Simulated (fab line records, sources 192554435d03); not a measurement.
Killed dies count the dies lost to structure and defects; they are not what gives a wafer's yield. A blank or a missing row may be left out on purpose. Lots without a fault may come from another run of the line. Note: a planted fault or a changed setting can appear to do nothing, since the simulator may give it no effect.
Which tool did it? / flow n5 finfet / 24 lots with 72 wafers sampled at 6 steps, on a route of 1938 steps

## WHAT THE GAUGES READ, wafer by wafer
N5_BEOL_M9_INSPECT_30: inspects for defects (brightfield).
lot=L075; measured=day 10 12:25; on=defect inspect-01; raw defect count=424 412 431
lot=L074; measured=day 10 12:28; on=defect inspect-02; raw defect count=344 310 312
lot=L078; measured=day 11 06:05; on=defect inspect-02; raw defect count=664 378 447
lot=L076; measured=day 11 11:22; on=defect inspect-01; raw defect count=312 384 349
lot=L079; measured=day 11 14:52; on=defect inspect-02; raw defect count=324 423 292
lot=L081; measured=day 11 17:25; on=defect inspect-02; raw defect count=453 452 588
lot=L077; measured=day 11 17:38; on=defect inspect-01; raw defect count=392 539 602
lot=L080; measured=day 11 17:30; on=defect inspect-02; raw defect count=440 413 411
lot=L082; measured=day 12 11:31; on=defect inspect-02; raw defect count=434 446 518
lot=L083; measured=day 12 11:41; on=defect inspect-02; raw defect count=205 285 310
lot=L085; measured=day 12 15:23; on=defect inspect-01; raw defect count=329 312 360
lot=L084; measured=day 12 17:16; on=defect inspect-01; raw defect count=295 474 293
lot=L087; measured=day 13 08:40; on=defect inspect-01; raw defect count=298 352 403
lot=L086; measured=day 13 11:57; on=defect inspect-01; raw defect count=365 438 258
lot=L088; measured=day 13 20:02; on=defect inspect-01; raw defect count=493 374 452
lot=L090; measured=day 14 06:03; on=defect inspect-01; raw defect count=374 328 349
lot=L093; measured=day 14 14:08; on=defect inspect-02; raw defect count=525 516 388
lot=L089; measured=day 14 15:37; on=defect inspect-01; raw defect count=385 352 346
lot=L092; measured=day 14 15:46; on=defect inspect-01; raw defect count=337 448 411
lot=L091; measured=day 14 16:17; on=defect inspect-01; raw defect count=388 523 390
lot=L094; measured=day 14 16:24; on=defect inspect-01; raw defect count=412 351 258
lot=L096; measured=day 15 14:26; on=defect inspect-01; raw defect count=244 341 316
lot=L095; measured=day 15 14:38; on=defect inspect-02; raw defect count=438 416 458
lot=L097; measured=day 16 01:14; on=defect inspect-01; raw defect count=400 428 282

N5_BEOL_M10_CD_MEAS_18: pitch 140 nm, target cd 70 nm.
lot=L075; measured=day 10 18:30; on=cd sem-02; cd nm (nm)=71.7 72.0 70.6
lot=L074; measured=day 10 18:45; on=cd sem-02; cd nm (nm)=70.1 71.2 70.1
lot=L078; measured=day 11 13:51; on=cd sem-01; cd nm (nm)=70.4 71.3 72.0
lot=L076; measured=day 11 16:47; on=cd sem-03; cd nm (nm)=71.2 71.3 71.3
lot=L079; measured=day 11 19:48; on=cd sem-03; cd nm (nm)=70.4 69.6 69.6
lot=L081; measured=day 11 23:13; on=cd sem-01; cd nm (nm)=70.6 69.7 71.9
lot=L077; measured=day 12 01:52; on=cd sem-01; cd nm (nm)=70.7 70.5 70.7
lot=L080; measured=day 12 02:07; on=cd sem-03; cd nm (nm)=70.2 72.3 72.0
lot=L082; measured=day 12 17:18; on=cd sem-01; cd nm (nm)=70.1 71.5 72.0
lot=L083; measured=day 12 18:50; on=cd sem-03; cd nm (nm)=71.3 70.0 70.5
lot=L085; measured=day 12 22:10; on=cd sem-02; cd nm (nm)=70.3 70.3 69.1
lot=L084; measured=day 13 03:11; on=cd sem-02; cd nm (nm)=69.8 70.7 70.2
lot=L087; measured=day 13 14:07; on=cd sem-02; cd nm (nm)=71.5 70.8 70.2
lot=L086; measured=day 13 18:35; on=cd sem-01; cd nm (nm)=71.3 70.7 69.8
lot=L088; measured=day 14 02:49; on=cd sem-02; cd nm (nm)=69.8 70.0 69.4
lot=L090; measured=day 14 12:02; on=cd sem-01; cd nm (nm)=70.5 71.6 69.6
lot=L093; measured=day 14 20:26; on=cd sem-02; cd nm (nm)=72.0 71.9 71.6
lot=L089; measured=day 14 23:04; on=cd sem-03; cd nm (nm)=70.6 70.5 72.1
lot=L092; measured=day 14 22:56; on=cd sem-02; cd nm (nm)=70.1 69.9 71.7
lot=L091; measured=day 14 23:36; on=cd sem-03; cd nm (nm)=69.5 69.6 70.1
lot=L094; measured=day 14 23:22; on=cd sem-03; cd nm (nm)=70.0 71.5 70.6
lot=L096; measured=day 15 23:02; on=cd sem-02; cd nm (nm)=70.0 71.8 71.1
lot=L095; measured=day 15 22:51; on=cd sem-03; cd nm (nm)=70.5 71.4 70.0
lot=L097; measured=day 16 08:53; on=cd sem-02; cd nm (nm)=71.6 71.0 70.9

N5_BEOL_M10_CD_MEAS_35: target cd 70 nm.
lot=L075; measured=day 10 21:10; on=cd sem-02; cd nm (nm)=71.5 71.5 70.3
lot=L074; measured=day 10 22:13; on=cd sem-01; cd nm (nm)=70.3 71.3 70.2
lot=L078; measured=day 11 15:25; on=cd sem-03; cd nm (nm)=70.8 71.2 72.0
lot=L076; measured=day 11 18:14; on=cd sem-03; cd nm (nm)=70.7 71.4 71.7
lot=L079; measured=day 11 21:34; on=cd sem-01; cd nm (nm)=70.5 69.8 69.7
lot=L081; measured=day 12 00:29; on=cd sem-01; cd nm (nm)=70.1 69.6 72.2
lot=L077; measured=day 12 03:01; on=cd sem-02; cd nm (nm)=71.0 69.7 70.8
lot=L080; measured=day 12 03:29; on=cd sem-03; cd nm (nm)=70.4 72.3 72.3
lot=L082; measured=day 12 18:20; on=cd sem-01; cd nm (nm)=70.2 71.7 72.4
lot=L083; measured=day 12 22:07; on=cd sem-03; cd nm (nm)=71.4 69.6 70.0
lot=L085; measured=day 12 23:20; on=cd sem-02; cd nm (nm)=69.5 70.7 69.0
lot=L084; measured=day 13 04:52; on=cd sem-02; cd nm (nm)=69.4 70.8 70.2
lot=L087; measured=day 13 15:09; on=cd sem-03; cd nm (nm)=71.2 70.8 70.4
lot=L086; measured=day 13 20:33; on=cd sem-02; cd nm (nm)=71.7 70.9 70.2
lot=L088; measured=day 14 06:55; on=cd sem-01; cd nm (nm)=70.1 69.8 69.7
lot=L090; measured=day 14 14:31; on=cd sem-03; cd nm (nm)=70.6 71.1 69.6
lot=L093; measured=day 14 21:54; on=cd sem-02; cd nm (nm)=71.8 72.1 71.4
lot=L089; measured=day 15 00:19; on=cd sem-03; cd nm (nm)=70.5 70.7 72.3
lot=L092; measured=day 15 00:04; on=cd sem-03; cd nm (nm)=70.4 70.3 71.3
lot=L091; measured=day 15 02:37; on=cd sem-02; cd nm (nm)=69.9 69.5 70.0
lot=L094; measured=day 15 02:28; on=cd sem-02; cd nm (nm)=70.4 71.4 70.2
lot=L096; measured=day 16 02:21; on=cd sem-03; cd nm (nm)=69.9 71.8 70.6
lot=L095; measured=day 16 01:54; on=cd sem-03; cd nm (nm)=70.2 71.0 70.4
lot=L097; measured=day 16 11:19; on=cd sem-02; cd nm (nm)=71.4 70.7 70.6

## EACH LOT AND THE TOOL THAT RAN IT (in order: tool; ch and the chambers of the sampled wafers; start)
lot=L075; N5_BEOL_M9_HM_DEP_02=pvd sputter-02, day 10 09:48; N5_BEOL_M9_ETCH_41=rie diel-03 ch 2,3, day 10 13:28 or earlier; N5_BEOL_M9_CURE_72=uv cure-01 ch 1, day 10 13:28
lot=L074; N5_BEOL_M9_HM_DEP_02=pvd sputter-01, day 10 09:58; N5_BEOL_M9_ETCH_41=rie diel-01 ch 1,3, day 10 13:40 or earlier; N5_BEOL_M9_CURE_72=uv cure-01 ch 0, day 10 13:40
lot=L078; N5_BEOL_M9_HM_DEP_02=pvd sputter-03, day 11 02:48; N5_BEOL_M9_ETCH_41=rie diel-04 ch 0,1,2, day 11 06:46 or earlier; N5_BEOL_M9_CURE_72=uv cure-02 ch 2, day 11 06:46
lot=L076; N5_BEOL_M9_HM_DEP_02=pvd sputter-01, day 11 09:10; N5_BEOL_M9_ETCH_41=rie diel-03 ch 0,1,2, day 11 12:06 or earlier; N5_BEOL_M9_CURE_72=uv cure-02 ch 2, day 11 12:06
lot=L079; N5_BEOL_M9_HM_DEP_02=pvd sputter-01, day 11 12:07; N5_BEOL_M9_ETCH_41=rie diel-01 ch 0,1,3, day 11 15:37 or earlier; N5_BEOL_M9_CURE_72=uv cure-01 ch 2, day 11 15:37
lot=L081; N5_BEOL_M9_HM_DEP_02=pvd sputter-01, day 11 15:27; N5_BEOL_M9_ETCH_41=rie diel-04 ch 0,2,3, day 11 18:13 or earlier; N5_BEOL_M9_CURE_72=uv cure-03 ch 0, day 11 18:13
lot=L077; N5_BEOL_M9_HM_DEP_02=pvd sputter-03, day 11 15:37; N5_BEOL_M9_ETCH_41=rie diel-03 ch 1,2,3, day 11 18:46 or earlier; N5_BEOL_M9_CURE_72=uv cure-01 ch 2, day 11 18:46
lot=L080; N5_BEOL_M9_HM_DEP_02=pvd sputter-01, day 11 15:50; N5_BEOL_M9_ETCH_41=rie diel-01 ch 1,2,3, day 11 18:49 or earlier; N5_BEOL_M9_CURE_72=uv cure-03 ch 1, day 11 18:49
lot=L082; N5_BEOL_M9_HM_DEP_02=pvd sputter-02, day 12 08:42; N5_BEOL_M9_ETCH_41=rie diel-01 ch 0,1,3, day 12 12:12 or earlier; N5_BEOL_M9_CURE_72=uv cure-01 ch 0, day 12 12:12
lot=L083; N5_BEOL_M9_HM_DEP_02=pvd sputter-02, day 12 08:54; N5_BEOL_M9_ETCH_41=rie diel-03 ch 0,3, day 12 12:57 or earlier; N5_BEOL_M9_CURE_72=uv cure-01 ch 2, day 12 12:57
lot=L085; N5_BEOL_M9_HM_DEP_02=pvd sputter-02, day 12 12:37; N5_BEOL_M9_ETCH_41=rie diel-04 ch 1,2, day 12 16:22 or earlier; N5_BEOL_M9_CURE_72=uv cure-02 ch 2, day 12 16:22
lot=L084; N5_BEOL_M9_HM_DEP_02=pvd sputter-01, day 12 15:47; N5_BEOL_M9_ETCH_41=rie diel-01 ch 0,1,2, day 12 18:02 or earlier; N5_BEOL_M9_CURE_72=uv cure-01 ch 0, day 12 18:02
lot=L087; N5_BEOL_M9_HM_DEP_02=pvd sputter-01, day 13 06:49; N5_BEOL_M9_ETCH_41=rie diel-04 ch 1,2, day 13 09:23 or earlier; N5_BEOL_M9_CURE_72=uv cure-01 ch 2, day 13 09:23
lot=L086; N5_BEOL_M9_HM_DEP_02=pvd sputter-02, day 13 10:31; N5_BEOL_M9_ETCH_41=rie diel-03 ch 1,2, day 13 12:58 or earlier; N5_BEOL_M9_CURE_72=uv cure-03 ch 2, day 13 12:58
lot=L088; N5_BEOL_M9_HM_DEP_02=pvd sputter-03, day 13 17:31; N5_BEOL_M9_ETCH_41=rie diel-01 ch 1,2,3, day 13 20:44 or earlier; N5_BEOL_M9_CURE_72=uv cure-03 ch 1, day 13 20:44
lot=L090; N5_BEOL_M9_HM_DEP_02=pvd sputter-02, day 14 02:04; N5_BEOL_M9_ETCH_41=rie diel-04 ch 0,1,3, day 14 06:51 or earlier; N5_BEOL_M9_CURE_72=uv cure-01 ch 1, day 14 06:51
lot=L093; N5_BEOL_M9_HM_DEP_02=pvd sputter-02, day 14 11:42; N5_BEOL_M9_ETCH_41=rie diel-04 ch 0,1,2, day 14 14:49 or earlier; N5_BEOL_M9_CURE_72=uv cure-03 ch 2, day 14 14:49
lot=L089; N5_BEOL_M9_HM_DEP_02=pvd sputter-02, day 14 13:55; N5_BEOL_M9_ETCH_41=rie diel-04 ch 0,3, day 14 16:36 or earlier; N5_BEOL_M9_CURE_72=uv cure-01 ch 2, day 14 16:36
lot=L092; N5_BEOL_M9_HM_DEP_02=pvd sputter-02, day 14 14:20; N5_BEOL_M9_ETCH_41=rie diel-01 ch 0,1,3, day 14 16:31 or earlier; N5_BEOL_M9_CURE_72=uv cure-02 ch 2, day 14 16:31
lot=L091; N5_BEOL_M9_HM_DEP_02=pvd sputter-02, day 14 14:26; N5_BEOL_M9_ETCH_41=rie diel-01 ch 0,2,3, day 14 17:02 or earlier; N5_BEOL_M9_CURE_72=uv cure-01 ch 1, day 14 17:02
lot=L094; N5_BEOL_M9_HM_DEP_02=pvd sputter-02, day 14 14:38; N5_BEOL_M9_ETCH_41=rie diel-04 ch 0,2, day 14 17:20 or earlier; N5_BEOL_M9_CURE_72=uv cure-01 ch 0, day 14 17:20
lot=L096; N5_BEOL_M9_HM_DEP_02=pvd sputter-03, day 15 12:39; N5_BEOL_M9_ETCH_41=rie diel-01 ch 2,3, day 15 15:07 or earlier; N5_BEOL_M9_CURE_72=uv cure-01 ch 0, day 15 15:07
lot=L095; N5_BEOL_M9_HM_DEP_02=pvd sputter-03, day 15 12:56; N5_BEOL_M9_ETCH_41=rie diel-03 ch 0,2, day 15 15:19 or earlier; N5_BEOL_M9_CURE_72=uv cure-03 ch 1, day 15 15:19
lot=L097; N5_BEOL_M9_HM_DEP_02=pvd sputter-03, day 15 21:17; N5_BEOL_M9_ETCH_41=rie diel-04 ch 1,2,3, day 16 01:55 or earlier; N5_BEOL_M9_CURE_72=uv cure-02 ch 0, day 16 01:55
- N5_BEOL_M9_HM_DEP_02: deposits TiN, target thk 20 nm.
- N5_BEOL_M9_ETCH_41: etches SiCN in CH3F/O2, target depth 36.6 nm, time 70.1 s.
- N5_BEOL_M9_CURE_72: cures SiCOH lowk, time 120 s.

## AS READ BY THE TOOLS THEMSELVES (means over the sampled wafers that have a number; for cases with no such wafer, the mark the record gives instead)
N5_BEOL_M9_HM_DEP_02.
lot=L075; tool=pvd sputter-02; throttle valve pct (%)=30.0
lot=L074; tool=pvd sputter-01; throttle valve pct (%)=30.1
lot=L078; tool=pvd sputter-03; throttle valve pct (%)=30.5
lot=L076; tool=pvd sputter-01; throttle valve pct (%)=30.3
lot=L079; tool=pvd sputter-01; throttle valve pct (%)=30.3
lot=L081; tool=pvd sputter-01; throttle valve pct (%)=30.8
lot=L077; tool=pvd sputter-03; throttle valve pct (%)=30.0
lot=L080; tool=pvd sputter-01; throttle valve pct (%)=30.1
lot=L082; tool=pvd sputter-02; throttle valve pct (%)=29.1
lot=L083; tool=pvd sputter-02; throttle valve pct (%)=29.0
lot=L085; tool=pvd sputter-02; throttle valve pct (%)=29.9
lot=L084; tool=pvd sputter-01; throttle valve pct (%)=30.3
lot=L087; tool=pvd sputter-01; throttle valve pct (%)=30.2
lot=L086; tool=pvd sputter-02; throttle valve pct (%)=29.3
lot=L088; tool=pvd sputter-03; throttle valve pct (%)=30.3
lot=L090; tool=pvd sputter-02; throttle valve pct (%)=30.5
lot=L093; tool=pvd sputter-02; throttle valve pct (%)=29.4
lot=L089; tool=pvd sputter-02; throttle valve pct (%)=29.4
lot=L092; tool=pvd sputter-02; throttle valve pct (%)=30.4
lot=L091; tool=pvd sputter-02; throttle valve pct (%)=30.6
lot=L094; tool=pvd sputter-02; throttle valve pct (%)=30.9
lot=L096; tool=pvd sputter-03; throttle valve pct (%)=30.2
lot=L095; tool=pvd sputter-03; throttle valve pct (%)=30.0
lot=L097; tool=pvd sputter-03; throttle valve pct (%)=30.2

N5_BEOL_M9_ETCH_41.
lot=L075; tool=rie diel-03; CH3F_flow_sccm (sccm)=30.00; O2_flow_sccm (sccm)=20.04; drypump motor current A (A)=5.8; oes product au (a.u.)=0.72; rf vpp V (V)=297.8; showerhead plenum p Torr (Torr)=2.03; throttle valve pct (%)=16.66
lot=L074; tool=rie diel-01; CH3F_flow_sccm (sccm)=30.07; O2_flow_sccm (sccm)=20.06; drypump motor current A (A)=5.8; oes product au (a.u.)=0.74; rf vpp V (V)=295.9; showerhead plenum p Torr (Torr)=1.91; throttle valve pct (%)=16.55
lot=L078; tool=rie diel-04; CH3F_flow_sccm (sccm)=30.04; O2_flow_sccm (sccm)=19.95; drypump motor current A (A)=5.8; oes product au (a.u.)=0.77; rf vpp V (V)=296.1; showerhead plenum p Torr (Torr)=1.94; throttle valve pct (%)=16.29
lot=L076; tool=rie diel-03; CH3F_flow_sccm (sccm)=30.01; O2_flow_sccm (sccm)=19.98; drypump motor current A (A)=5.6; oes product au (a.u.)=0.80; rf vpp V (V)=298.2; showerhead plenum p Torr (Torr)=2.08; throttle valve pct (%)=16.53
lot=L079; tool=rie diel-01; CH3F_flow_sccm (sccm)=30.05; O2_flow_sccm (sccm)=19.99; drypump motor current A (A)=5.8; oes product au (a.u.)=0.76; rf vpp V (V)=295.8; showerhead plenum p Torr (Torr)=1.95; throttle valve pct (%)=16.41
lot=L081; tool=rie diel-04; CH3F_flow_sccm (sccm)=30.07; O2_flow_sccm (sccm)=20.02; drypump motor current A (A)=5.6; oes product au (a.u.)=0.74; rf vpp V (V)=296.0; showerhead plenum p Torr (Torr)=1.96; throttle valve pct (%)=16.24
lot=L077; tool=rie diel-03; CH3F_flow_sccm (sccm)=30.04; O2_flow_sccm (sccm)=20.01; drypump motor current A (A)=5.7; oes product au (a.u.)=0.73; rf vpp V (V)=297.0; showerhead plenum p Torr (Torr)=2.04; throttle valve pct (%)=16.58
lot=L080; tool=rie diel-01; CH3F_flow_sccm (sccm)=30.00; O2_flow_sccm (sccm)=20.02; drypump motor current A (A)=6.0; oes product au (a.u.)=0.73; rf vpp V (V)=296.3; showerhead plenum p Torr (Torr)=1.97; throttle valve pct (%)=16.53
lot=L082; tool=rie diel-01; CH3F_flow_sccm (sccm)=29.92; O2_flow_sccm (sccm)=20.08; drypump motor current A (A)=5.8; oes product au (a.u.)=0.76; rf vpp V (V)=296.4; showerhead plenum p Torr (Torr)=1.95; throttle valve pct (%)=16.41
lot=L083; tool=rie diel-03; CH3F_flow_sccm (sccm)=29.99; O2_flow_sccm (sccm)=20.03; drypump motor current A (A)=5.8; oes product au (a.u.)=0.73; rf vpp V (V)=298.6; showerhead plenum p Torr (Torr)=2.03; throttle valve pct (%)=16.59
lot=L085; tool=rie diel-04; CH3F_flow_sccm (sccm)=29.89; O2_flow_sccm (sccm)=19.98; drypump motor current A (A)=5.9; oes product au (a.u.)=0.74; rf vpp V (V)=294.8; showerhead plenum p Torr (Torr)=1.90; throttle valve pct (%)=16.35
lot=L084; tool=rie diel-01; CH3F_flow_sccm (sccm)=29.96; O2_flow_sccm (sccm)=20.00; drypump motor current A (A)=6.0; oes product au (a.u.)=0.75; rf vpp V (V)=297.3; showerhead plenum p Torr (Torr)=2.01; throttle valve pct (%)=16.39
lot=L087; tool=rie diel-04; CH3F_flow_sccm (sccm)=29.93; O2_flow_sccm (sccm)=19.99; drypump motor current A (A)=5.9; oes product au (a.u.)=0.72; rf vpp V (V)=295.2; showerhead plenum p Torr (Torr)=1.90; throttle valve pct (%)=16.35
lot=L086; tool=rie diel-03; CH3F_flow_sccm (sccm)=30.03; O2_flow_sccm (sccm)=20.01; drypump motor current A (A)=5.5; oes product au (a.u.)=0.76; rf vpp V (V)=298.2; showerhead plenum p Torr (Torr)=2.05; throttle valve pct (%)=16.50
lot=L088; tool=rie diel-01; CH3F_flow_sccm (sccm)=30.04; O2_flow_sccm (sccm)=19.96; drypump motor current A (A)=6.0; oes product au (a.u.)=0.71; rf vpp V (V)=297.2; showerhead plenum p Torr (Torr)=1.97; throttle valve pct (%)=16.54
lot=L090; tool=rie diel-04; CH3F_flow_sccm (sccm)=29.93; O2_flow_sccm (sccm)=20.02; drypump motor current A (A)=5.5; oes product au (a.u.)=0.77; rf vpp V (V)=296.2; showerhead plenum p Torr (Torr)=1.97; throttle valve pct (%)=16.18
lot=L093; tool=rie diel-04; CH3F_flow_sccm (sccm)=29.98; O2_flow_sccm (sccm)=19.96; drypump motor current A (A)=5.8; oes product au (a.u.)=0.85; rf vpp V (V)=297.9; showerhead plenum p Torr (Torr)=2.02; throttle valve pct (%)=16.18
lot=L089; tool=rie diel-04; CH3F_flow_sccm (sccm)=30.00; O2_flow_sccm (sccm)=19.96; drypump motor current A (A)=5.2; oes product au (a.u.)=0.75; rf vpp V (V)=297.7; showerhead plenum p Torr (Torr)=1.98; throttle valve pct (%)=16.13
lot=L092; tool=rie diel-01; CH3F_flow_sccm (sccm)=29.95; O2_flow_sccm (sccm)=19.97; drypump motor current A (A)=5.8; oes product au (a.u.)=0.73; rf vpp V (V)=295.9; showerhead plenum p Torr (Torr)=1.95; throttle valve pct (%)=16.44
lot=L091; tool=rie diel-01; CH3F_flow_sccm (sccm)=29.93; O2_flow_sccm (sccm)=19.95; drypump motor current A (A)=6.0; oes product au (a.u.)=0.74; rf vpp V (V)=297.9; showerhead plenum p Torr (Torr)=2.01; throttle valve pct (%)=16.40
lot=L094; tool=rie diel-04; CH3F_flow_sccm (sccm)=29.99; O2_flow_sccm (sccm)=20.01; drypump motor current A (A)=5.9; oes product au (a.u.)=0.90; rf vpp V (V)=299.0; showerhead plenum p Torr (Torr)=2.08; throttle valve pct (%)=16.13
lot=L096; tool=rie diel-01; CH3F_flow_sccm (sccm)=30.01; O2_flow_sccm (sccm)=19.98; drypump motor current A (A)=5.9; oes product au (a.u.)=0.72; rf vpp V (V)=295.9; showerhead plenum p Torr (Torr)=1.96; throttle valve pct (%)=16.55
lot=L095; tool=rie diel-03; CH3F_flow_sccm (sccm)=29.92; O2_flow_sccm (sccm)=20.01; drypump motor current A (A)=5.7; oes product au (a.u.)=0.78; rf vpp V (V)=299.1; showerhead plenum p Torr (Torr)=2.10; throttle valve pct (%)=16.67
lot=L097; tool=rie diel-04; CH3F_flow_sccm (sccm)=29.99; O2_flow_sccm (sccm)=20.01; drypump motor current A (A)=5.6; oes product au (a.u.)=0.82; rf vpp V (V)=297.4; showerhead plenum p Torr (Torr)=2.01; throttle valve pct (%)=16.08

N5_BEOL_M9_CURE_72.
lot=L075; tool=uv cure-01; lamp power pct (%)=52.29; wafer_temp_C_max=372.2
lot=L074; tool=uv cure-01; lamp power pct (%)=52.28; wafer_temp_C_max=371.4
lot=L078; tool=uv cure-02; lamp power pct (%)=52.30; wafer_temp_C_max=372.9
lot=L076; tool=uv cure-02; lamp power pct (%)=52.31; wafer_temp_C_max=371.8
lot=L079; tool=uv cure-01; lamp power pct (%)=52.33; wafer_temp_C_max=371.5
lot=L081; tool=uv cure-03; lamp power pct (%)=52.33; wafer_temp_C_max=371.3
lot=L077; tool=uv cure-01; lamp power pct (%)=52.29; wafer_temp_C_max=371.7
lot=L080; tool=uv cure-03; lamp power pct (%)=52.27; wafer_temp_C_max=371.7
lot=L082; tool=uv cure-01; lamp power pct (%)=52.30; wafer_temp_C_max=371.4
lot=L083; tool=uv cure-01; lamp power pct (%)=52.35; wafer_temp_C_max=371.6
lot=L085; tool=uv cure-02; lamp power pct (%)=52.31; wafer_temp_C_max=371.7
lot=L084; tool=uv cure-01; lamp power pct (%)=52.29; wafer_temp_C_max=371.4
lot=L087; tool=uv cure-01; lamp power pct (%)=52.29; wafer_temp_C_max=371.3
lot=L086; tool=uv cure-03; lamp power pct (%)=52.32; wafer_temp_C_max=372.6
lot=L088; tool=uv cure-03; lamp power pct (%)=52.36; wafer_temp_C_max=371.8
lot=L090; tool=uv cure-01; lamp power pct (%)=52.32; wafer_temp_C_max=372.3
lot=L093; tool=uv cure-03; lamp power pct (%)=52.32; wafer_temp_C_max=372.8
lot=L089; tool=uv cure-01; lamp power pct (%)=52.31; wafer_temp_C_max=371.5
lot=L092; tool=uv cure-02; lamp power pct (%)=52.35; wafer_temp_C_max=371.9
lot=L091; tool=uv cure-01; lamp power pct (%)=52.31; wafer_temp_C_max=372.0
lot=L094; tool=uv cure-01; lamp power pct (%)=52.29; wafer_temp_C_max=371.3
lot=L096; tool=uv cure-01; lamp power pct (%)=52.33; wafer_temp_C_max=371.8
lot=L095; tool=uv cure-03; lamp power pct (%)=52.30; wafer_temp_C_max=371.4
lot=L097; tool=uv cure-02; lamp power pct (%)=52.25; wafer_temp_C_max=371.4

## THE ANSWER, worked out from the rows above alone
Rule: the usual values come from the lots themselves. Put in order of their means at a reading, lots are off if they are a third of the lots or fewer, leave a main group of 4 or more, and stand apart from it by a gap of 3 or more times the standard deviation of the main group's means; of several such gaps the widest counts. A main group whose means are all the same, to the digits that the tables above print for the reading, isn't used. A lot without any number at a reading at which 4 lots or more have one is off too. All remaining lots with rows at the step are treated as sound. The gauges are gone through in route order, then the tools' own readings, and for those a lot's mean is taken as printed above. At the first step where some lot is off, the reading lying furthest off is the one used; lots without a number count as furthest.
Nothing can be told from this: no lot is off at any reading shown.

## WHAT WAS PUT IN BY THE SIMULATOR
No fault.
